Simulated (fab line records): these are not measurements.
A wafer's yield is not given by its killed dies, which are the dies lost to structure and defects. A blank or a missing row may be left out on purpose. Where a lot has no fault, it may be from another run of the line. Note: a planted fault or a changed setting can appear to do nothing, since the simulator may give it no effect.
Which tool was responsible? / flow n5_finfet / 10 lots with 29 wafers sampled at 6 steps, on a route of 1938 steps

## WHAT EACH GAUGE READ, for each wafer
N5_BEOL_M2_THK_MEAS_01.
lot=L504; measured=day 6 14:34; on=film_metro-02; M2_ILD_THK (nm)=79.7 80.0 78.5
lot=L505; measured=day 6 18:31; on=film_metro-01; M2_ILD_THK (nm)=78.1 78.4 78.6
lot=L511; measured=day 8 11:49; on=film_metro-02; M2_ILD_THK (nm)=76.7 77.8 78.2
lot=L514; measured=day 9 13:20; on=film_metro-01; M2_ILD_THK (nm)=79.2 79.1 79.9
lot=L518; measured=day 10 15:08; on=film_metro-01; M2_ILD_THK (nm)=131.6 130.7
lot=L519; measured=day 10 15:32; on=film_metro-02; M2_ILD_THK (nm)=78.1 132.4 132.0
lot=L520; measured=day 10 19:54; on=film_metro-01; M2_ILD_THK (nm)=78.0 77.7 133.1
lot=L523; measured=day 11 07:00; on=film_metro-01; M2_ILD_THK (nm)=79.2 79.5 80.0
lot=L524; measured=day 11 15:30; on=film_metro-01; M2_ILD_THK (nm)=77.6 78.8 78.9
lot=L525; measured=day 12 04:38; on=film_metro-01; M2_ILD_THK (nm)=77.9 78.8 78.3

N5_BEOL_M4_RC_MEAS_101.
lot=L504; measured=day 8 16:52; on=prober-02; DIBL_N (mV/V)=35.2 36.5 34.0; DIBL_P (mV/V)=35.6 37.4 34.8; IOFF_N (nA/um)=0.146 0.168 0.126; IOFF_P (nA/um)=0.18 0.20 0.17; ION_N (uA/um)=664 671 669; ION_P (uA/um)=451 454 453; SS_N (mV/dec)=72.2 72.1 71.1; SS_P (mV/dec)=73.3 74.0 73.0; VT_N (mV)=253.0 251.3 252.2; VT_P (mV)=-256 -255 -253
lot=L505; measured=day 9 09:17; on=prober-02; DIBL_N (mV/V)=38.2 37.8 36.8; DIBL_P (mV/V)=36.8 37.5 36.2; IOFF_N (nA/um)=0.170 0.172 0.154; IOFF_P (nA/um)=0.20 0.20 0.18; ION_N (uA/um)=676 682 681; ION_P (uA/um)=451 458 465; SS_N (mV/dec)=71.7 71.7 70.8; SS_P (mV/dec)=73.0 73.5 73.3; VT_N (mV)=246.3 248.8 248.1; VT_P (mV)=-252 -254 -254
lot=L511; measured=day 10 12:02; on=prober-02; DIBL_N (mV/V)=36.0 36.1 34.7; DIBL_P (mV/V)=36.1 36.0 34.3; IOFF_N (nA/um)=0.164 0.164 0.138; IOFF_P (nA/um)=0.26 0.26 0.24; ION_N (uA/um)=671 669 676; ION_P (uA/um)=467 468 472; SS_N (mV/dec)=71.0 71.2 70.9; SS_P (mV/dec)=73.4 74.3 73.3; VT_N (mV)=248.0 248.1 251.7; VT_P (mV)=-244 -245 -248
lot=L514; measured=day 11 15:20; on=prober-01; DIBL_N (mV/V)=37.1 38.1 36.8; DIBL_P (mV/V)=35.0 36.5 35.5; IOFF_N (nA/um)=0.145 0.171 0.142; IOFF_P (nA/um)=0.19 0.22 0.19; ION_N (uA/um)=661 664 663; ION_P (uA/um)=449 459 458; SS_N (mV/dec)=70.9 71.4 71.2; SS_P (mV/dec)=72.9 73.3 72.8; VT_N (mV)=252.3 250.1 250.8; VT_P (mV)=-252 -250 -254
lot=L519; measured=day 12 11:34; on=prober-01; DIBL_N (mV/V)=36.9; DIBL_P (mV/V)=36.0; IOFF_N (nA/um)=0.148; IOFF_P (nA/um)=0.18; ION_N (uA/um)=666; ION_P (uA/um)=446; SS_N (mV/dec)=71.9; SS_P (mV/dec)=73.8; VT_N (mV)=250.2; VT_P (mV)=-253
lot=L520; measured=day 13 15:44; on=prober-01; DIBL_N (mV/V)=35.6 36.6; DIBL_P (mV/V)=36.2 37.5; IOFF_N (nA/um)=0.154 0.183; IOFF_P (nA/um)=0.19 0.22; ION_N (uA/um)=669 680; ION_P (uA/um)=456 463; SS_N (mV/dec)=72.6 71.6; SS_P (mV/dec)=73.0 73.8; VT_N (mV)=251.8 248.0; VT_P (mV)=-252 -251
lot=L523; measured=day 13 23:28; on=prober-01; DIBL_N (mV/V)=35.0 32.7 33.5; DIBL_P (mV/V)=36.6 34.0 34.5; IOFF_N (nA/um)=0.127 0.110 0.115; IOFF_P (nA/um)=0.17 0.14 0.15; ION_N (uA/um)=657 659 650; ION_P (uA/um)=458 455 451; SS_N (mV/dec)=71.6 70.4 71.0; SS_P (mV/dec)=72.9 72.7 72.9; VT_N (mV)=255.0 254.8 254.3; VT_P (mV)=-255 -254 -259
lot=L524; measured=day 14 16:38; on=prober-02; DIBL_N (mV/V)=37.8 37.4 38.6; DIBL_P (mV/V)=38.2 37.7 39.7; IOFF_N (nA/um)=0.167 0.154 0.186; IOFF_P (nA/um)=0.22 0.21 0.24; ION_N (uA/um)=665 661 679; ION_P (uA/um)=453 459 463; SS_N (mV/dec)=71.4 71.3 71.7; SS_P (mV/dec)=73.6 73.1 73.4; VT_N (mV)=249.4 250.7 250.4; VT_P (mV)=-250 -251 -251
lot=L525; measured=day 14 00:37; on=prober-02; DIBL_N (mV/V)=35.7 35.4 35.3; DIBL_P (mV/V)=36.6 36.2 36.6; IOFF_N (nA/um)=0.149 0.144 0.150; IOFF_P (nA/um)=0.21 0.20 0.21; ION_N (uA/um)=667 667 671; ION_P (uA/um)=460 463 465; SS_N (mV/dec)=71.2 71.3 71.4; SS_P (mV/dec)=72.6 72.9 73.3; VT_N (mV)=250.2 253.2 250.8; VT_P (mV)=-249 -251 -248

## TOOL THAT RAN EACH LOT (tool first, then ch and the chambers of the sampled wafers, then the start)
lot=L504; N5_BEOL_M1_SPUTTER_94=pvd_sputter-03, day 6 13:07; N5_BEOL_M1_CMP_52=cmp-03 ch 0,1,3, day 6 13:56; N5_BEOL_M2_ILD_DEP_00=pecvd-03 ch 0,1,2, day 6 14:31; N5_BEOL_M2_HM_DEP_02=pvd_sputter-03, day 6 15:13
lot=L505; N5_BEOL_M1_SPUTTER_94=pvd_sputter-02, day 6 17:07; N5_BEOL_M1_CMP_52=cmp-03 ch 0,2,3, day 6 17:49; N5_BEOL_M2_ILD_DEP_00=pecvd-01 ch 0,1, day 6 18:26; N5_BEOL_M2_HM_DEP_02=pvd_sputter-03, day 6 19:03
lot=L511; N5_BEOL_M1_SPUTTER_94=pvd_sputter-03, day 8 09:37; N5_BEOL_M1_CMP_52=cmp-04 ch 0,1,3, day 8 11:01; N5_BEOL_M2_ILD_DEP_00=pecvd-04 ch 0,1,2, day 8 11:44; N5_BEOL_M2_HM_DEP_02=pvd_sputter-01, day 8 13:41
lot=L514; N5_BEOL_M1_SPUTTER_94=pvd_sputter-02, day 9 11:41; N5_BEOL_M1_CMP_52=cmp-01 ch 0,1,2, day 9 12:31; N5_BEOL_M2_ILD_DEP_00=pecvd-03 ch 0,1, day 9 13:16; N5_BEOL_M2_HM_DEP_02=pvd_sputter-03, day 9 15:07
lot=L518; N5_BEOL_M1_SPUTTER_94=pvd_sputter-01, day 10 13:43; N5_BEOL_M1_CMP_52=cmp-04 ch 0,1, day 10 14:31; N5_BEOL_M2_ILD_DEP_00=pecvd-03 ch 0,1, day 10 15:04; N5_BEOL_M2_HM_DEP_02=pvd_sputter-01, day 10 15:59
lot=L519; N5_BEOL_M1_SPUTTER_94=pvd_sputter-03, day 10 14:08; N5_BEOL_M1_CMP_52=cmp-03 ch 1,3, day 10 14:53; N5_BEOL_M2_ILD_DEP_00=pecvd-03 ch 0,1, day 10 15:28; N5_BEOL_M2_HM_DEP_02=pvd_sputter-01, day 10 16:05
lot=L520; N5_BEOL_M1_SPUTTER_94=pvd_sputter-02, day 10 18:29; N5_BEOL_M1_CMP_52=cmp-01 ch 1,2,3, day 10 19:13; N5_BEOL_M2_ILD_DEP_00=pecvd-03 ch 1,2, day 10 19:50; N5_BEOL_M2_HM_DEP_02=pvd_sputter-01, day 10 20:47
lot=L523; N5_BEOL_M1_SPUTTER_94=pvd_sputter-01, day 11 05:12; N5_BEOL_M1_CMP_52=cmp-03 ch 1,2, day 11 06:19; N5_BEOL_M2_ILD_DEP_00=pecvd-01 ch 0,1, day 11 06:56; N5_BEOL_M2_HM_DEP_02=pvd_sputter-03, day 11 07:39
lot=L524; N5_BEOL_M1_SPUTTER_94=pvd_sputter-02, day 11 13:58; N5_BEOL_M1_CMP_52=cmp-04 ch 0,2,3, day 11 14:47; N5_BEOL_M2_ILD_DEP_00=pecvd-04 ch 0,1, day 11 15:26; N5_BEOL_M2_HM_DEP_02=pvd_sputter-01, day 11 17:45
lot=L525; N5_BEOL_M1_SPUTTER_94=pvd_sputter-01, day 12 03:03; N5_BEOL_M1_CMP_52=cmp-01 ch 2,3, day 12 03:56; N5_BEOL_M2_ILD_DEP_00=pecvd-04 ch 0,1, day 12 04:34; N5_BEOL_M2_HM_DEP_02=pvd_sputter-02, day 12 06:55
- N5_BEOL_M1_SPUTTER_94: material Cu, target thk 4.5 nm, time 8.29 s.
- N5_BEOL_M1_CMP_52: polishes, stops on SiOC, t overpolish 6.8 s, target thk 40 nm.
- N5_BEOL_M2_ILD_DEP_00: deposits SiOC from DEMS/O2, target thk 79 nm, time 15.3 s.
- N5_BEOL_M2_HM_DEP_02: deposits TiN, target thk 20 nm.

## WHAT THE TOOLS THEMSELVES READ (means of the sampled wafers that have a number; where no wafer has one, the mark that the record gives instead)
N5_BEOL_M1_SPUTTER_94.
lot=L504; tool=pvd_sputter-03; throttle_valve_pct (%)=30.8
lot=L505; tool=pvd_sputter-02; throttle_valve_pct (%)=30.3
lot=L511; tool=pvd_sputter-03; throttle_valve_pct (%)=30.9
lot=L514; tool=pvd_sputter-02; throttle_valve_pct (%)=30.3
lot=L518; tool=pvd_sputter-01; throttle_valve_pct (%)=32.3
lot=L519; tool=pvd_sputter-03; throttle_valve_pct (%)=30.0
lot=L520; tool=pvd_sputter-02; throttle_valve_pct (%)=29.9
lot=L523; tool=pvd_sputter-01; throttle_valve_pct (%)=31.1
lot=L524; tool=pvd_sputter-02; throttle_valve_pct (%)=28.8
lot=L525; tool=pvd_sputter-01; throttle_valve_pct (%)=31.7

N5_BEOL_M1_CMP_52.
lot=L504; tool=cmp-03; barrier_field_endpoint_s (s)=24.8; head_pressure_psi (psi)=1.0025; motor_current_A (A)=5.8; overpolish_run_s (s)=6.803; time_to_endpoint_s (s)=59.8
lot=L505; tool=cmp-03; barrier_field_endpoint_s (s)=24.6; head_pressure_psi (psi)=1.0005; motor_current_A (A)=5.9; overpolish_run_s (s)=6.801; time_to_endpoint_s (s)=58.8
lot=L511; tool=cmp-04; barrier_field_endpoint_s (s)=24.6; head_pressure_psi (psi)=0.9990; motor_current_A (A)=5.6; overpolish_run_s (s)=6.799; time_to_endpoint_s (s)=60.3
lot=L514; tool=cmp-01; barrier_field_endpoint_s (s)=24.7; head_pressure_psi (psi)=0.9994; motor_current_A (A)=5.5; overpolish_run_s (s)=6.801; time_to_endpoint_s (s)=58.6
lot=L518; tool=cmp-04; barrier_field_endpoint_s (s)=25.2; head_pressure_psi (psi)=0.9991; motor_current_A (A)=5.3; overpolish_run_s (s)=6.800; time_to_endpoint_s (s)=61.6
lot=L519; tool=cmp-03; barrier_field_endpoint_s (s)=24.0; head_pressure_psi (psi)=0.9995; motor_current_A (A)=5.9; overpolish_run_s (s)=6.805; time_to_endpoint_s (s)=61.3
lot=L520; tool=cmp-01; barrier_field_endpoint_s (s)=24.7; head_pressure_psi (psi)=1.0000; motor_current_A (A)=6.0; overpolish_run_s (s)=6.804; time_to_endpoint_s (s)=65.2
lot=L523; tool=cmp-03; barrier_field_endpoint_s (s)=24.5; head_pressure_psi (psi)=0.9998; motor_current_A (A)=6.2; overpolish_run_s (s)=6.799; time_to_endpoint_s (s)=59.4
lot=L524; tool=cmp-04; barrier_field_endpoint_s (s)=25.4; head_pressure_psi (psi)=1.0005; motor_current_A (A)=5.7; overpolish_run_s (s)=6.811; time_to_endpoint_s (s)=64.4
lot=L525; tool=cmp-01; barrier_field_endpoint_s (s)=24.6; head_pressure_psi (psi)=1.0020; motor_current_A (A)=6.6; overpolish_run_s (s)=6.801; time_to_endpoint_s (s)=62.3

N5_BEOL_M2_ILD_DEP_00.
lot=L504; tool=pecvd-03; heater_power_w (W)=419; showerhead_plenum_p_Torr (Torr)=5.678; throttle_valve_pct (%)=11.4
lot=L505; tool=pecvd-01; heater_power_w (W)=545; showerhead_plenum_p_Torr (Torr)=5.697; throttle_valve_pct (%)=11.9
lot=L511; tool=pecvd-04; heater_power_w (W)=519; showerhead_plenum_p_Torr (Torr)=5.682; throttle_valve_pct (%)=11.6
lot=L514; tool=pecvd-03; heater_power_w (W)=386; showerhead_plenum_p_Torr (Torr)=5.690; throttle_valve_pct (%)=11.5
lot=L518; tool=pecvd-03; heater_power_w (W)=403; showerhead_plenum_p_Torr (Torr)=5.686; throttle_valve_pct (%)=11.6
lot=L519; tool=pecvd-03; heater_power_w (W)=371; showerhead_plenum_p_Torr (Torr)=5.693; throttle_valve_pct (%)=11.6
lot=L520; tool=pecvd-03; heater_power_w (W)=504; showerhead_plenum_p_Torr (Torr)=5.683; throttle_valve_pct (%)=10.9
lot=L523; tool=pecvd-01; heater_power_w (W)=453; showerhead_plenum_p_Torr (Torr)=5.688; throttle_valve_pct (%)=11.8
lot=L524; tool=pecvd-04; heater_power_w (W)=462; showerhead_plenum_p_Torr (Torr)=5.699; throttle_valve_pct (%)=12.0
lot=L525; tool=pecvd-04; heater_power_w (W)=473; showerhead_plenum_p_Torr (Torr)=5.694; throttle_valve_pct (%)=11.6

N5_BEOL_M2_HM_DEP_02.
lot=L504; tool=pvd_sputter-03; throttle_valve_pct (%)=31.9
lot=L505; tool=pvd_sputter-03; throttle_valve_pct (%)=31.4
lot=L511; tool=pvd_sputter-01; throttle_valve_pct (%)=31.2
lot=L514; tool=pvd_sputter-03; throttle_valve_pct (%)=30.2
lot=L518; tool=pvd_sputter-01; throttle_valve_pct (%)=33.0
lot=L519; tool=pvd_sputter-01; throttle_valve_pct (%)=31.5
lot=L520; tool=pvd_sputter-01; throttle_valve_pct (%)=30.8
lot=L523; tool=pvd_sputter-03; throttle_valve_pct (%)=30.0
lot=L524; tool=pvd_sputter-01; throttle_valve_pct (%)=32.5
lot=L525; tool=pvd_sputter-02; throttle_valve_pct (%)=30.3

## THE ANSWER, worked out from the rows above alone
Rule: what is usual is taken from the lots themselves. The widest of any qualifying gaps counts: lots, ordered by their means at a reading, are off when they make up no more than a third of the lots, leave a main group of 4 or more, and stand apart from it by 3 or more times the standard deviation of that group's means. The tables above print the reading to a certain number of digits; a main group whose means all agree to those digits is not used. Also off: a lot with no number at a reading for which 4 or more lots have one. All remaining lots with rows at the step are treated as sound. After the gauges, taken in route order, come the tools' own readings; for these a lot's mean is taken, as printed above. The first step at which some lot is off is used, and at that step the reading that is off furthest; a lot without a number counts as furthest.
Off: L518, L519, L520, at N5_BEOL_M2_THK_MEAS_01 (M2_ILD_THK). Mean 78.7 nm and standard deviation 0.69 in the main group.
If a tool, at a process step before that reading, ran all the lots that are off and no sound lot after the first of them, it fits. Gauges at N5_BEOL_M2_THK_MEAS_01: tried the same way as those tools. One fits: pecvd-03 at N5_BEOL_M2_ILD_DEP_00. A fault onset in the window from L514 (day 9 13:16, its last sound lot) to L518 (day 10 15:04, its first lot off) fits.

## WHAT HAD BEEN PUT IN BY THE SIMULATOR
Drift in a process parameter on pecvd-03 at N5_BEOL_M2_ILD_DEP_00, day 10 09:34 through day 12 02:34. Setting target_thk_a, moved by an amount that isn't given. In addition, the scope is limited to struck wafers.
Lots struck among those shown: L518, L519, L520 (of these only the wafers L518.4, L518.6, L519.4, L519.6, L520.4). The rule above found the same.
